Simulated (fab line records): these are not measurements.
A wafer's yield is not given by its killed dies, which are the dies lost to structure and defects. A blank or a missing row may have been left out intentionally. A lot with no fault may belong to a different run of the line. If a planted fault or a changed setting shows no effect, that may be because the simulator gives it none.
Matching of chambers | flow n5-finfet | 4 sister chambers for N5_STI_FIN_REVEAL_STRIP_24 on rie-diel-06
The step strips in N2/H2, time 90 s. 22 wafers are shown with their chamber, then 11 later ones without.

## WAFERS, EACH WITH ITS CHAMBER
wafer  | chamber | showerhead-plenum-p-Torr (Torr) | drypump-motor-current-A (A) | oes-product-au (a.u.)
L074.2 | 3       | 3.24                            | 6.6                         | 0.73
L074.3 | 1       | 3.60                            | 6.4                         | 0.96
L074.4 | 2       | 3.28                            | 5.7                         | 0.82
L076.3 | 1       | 3.59                            | 6.4                         | 0.94
L076.5 | 2       | 3.27                            | 5.6                         | 0.82
L076.6 | 3       | 3.23                            | 6.6                         | 0.72
L077.2 | 2       | 3.27                            | 5.6                         | 0.82
L077.3 | 1       | 3.59                            | 6.5                         | 0.94
L077.4 | 1       | 3.59                            | 6.5                         | 0.95
L078.1 | 2       | 3.27                            | 5.6                         | 0.81
L078.4 | 2       | 3.27                            | 5.6                         | 0.81
L078.5 | 1       | 3.59                            | 6.4                         | 0.94
L080.3 | 1       | 3.59                            | 6.4                         | 0.92
L080.4 | 1       | 3.59                            | 6.5                         | 0.93
L080.5 | 3       | 3.23                            | 6.6                         | 0.72
L090.2 | 0       | 3.38                            | 5.9                         | 0.77
L090.3 | 2       | 3.25                            | 5.7                         | 0.79
L090.6 | 3       | 3.21                            | 6.6                         | 0.69
L091.1 | 0       | 3.38                            | 5.9                         | 0.75
L091.2 | 3       | 3.21                            | 6.6                         | 0.70
L091.3 | 2       | 3.25                            | 5.6                         | 0.78
L092.2 | 2       | 3.25                            | 5.6                         | 0.78

SIGNATURES (averages over the wafers above)
reading                  | chamber 0 | chamber 1 | chamber 2 | chamber 3 | scatter within a chamber
showerhead-plenum-p-Torr | 3.3800    | 3.5914    | 3.2637    | 3.2240    | 0.00998
drypump-motor-current-A  | 5.900     | 6.443     | 5.625     | 6.600     | 0.0423
oes-product-au           | 0.7600    | 0.9400    | 0.8037    | 0.7120    | 0.0158
Rule: a wafer's distance from a chamber is the root of the sum, over the readings, of the square of ((its reading less the chamber's mean) divided by the reading's scatter). The wafer belongs to the nearest chamber; if the next one is less than 2 further off, it can't be placed. The scatter: take each reading less its chamber's mean, square it, sum over the shown wafers, divide by the number of wafers less the number of chambers, and take the root.

## WAFERS WITHOUT THEIR CHAMBER
wafer  | showerhead-plenum-p-Torr (Torr) | drypump-motor-current-A (A) | oes-product-au (a.u.)
L092.4 | 3.38                            | 5.9                         | 0.75
L092.5 | 3.38                            | 5.9                         | 0.74
L093.1 | 3.38                            | 5.9                         | 0.74
L093.5 | 3.57                            | 6.4                         | 0.88
L093.6 | 3.38                            | 5.9                         | 0.75
L095.2 | 3.57                            | 6.5                         | 0.86
L095.4 | 3.25                            | 5.6                         | 0.78
L095.5 | 3.21                            | 6.6                         | 0.69
L097.3 | 3.21                            | 6.6                         | 0.70
L097.4 | 3.56                            | 6.4                         | 0.86
L097.6 | 3.56                            | 6.4                         | 0.86

## EACH ONE'S CHAMBER
wafer  | from the rows above | in truth
L092.4 | 0                   | 0
L092.5 | 0                   | 0
L093.1 | 0                   | 0
L093.5 | 1                   | 1
L093.6 | 0                   | 0
L095.2 | 1                   | 1
L095.4 | 2                   | 2
L095.5 | 3                   | 3
L097.3 | 3                   | 3
L097.4 | 1                   | 1
L097.6 | 1                   | 1
Correctly placed: 11 of 11. Not placeable from these rows: 0. Placed wrongly: 0.
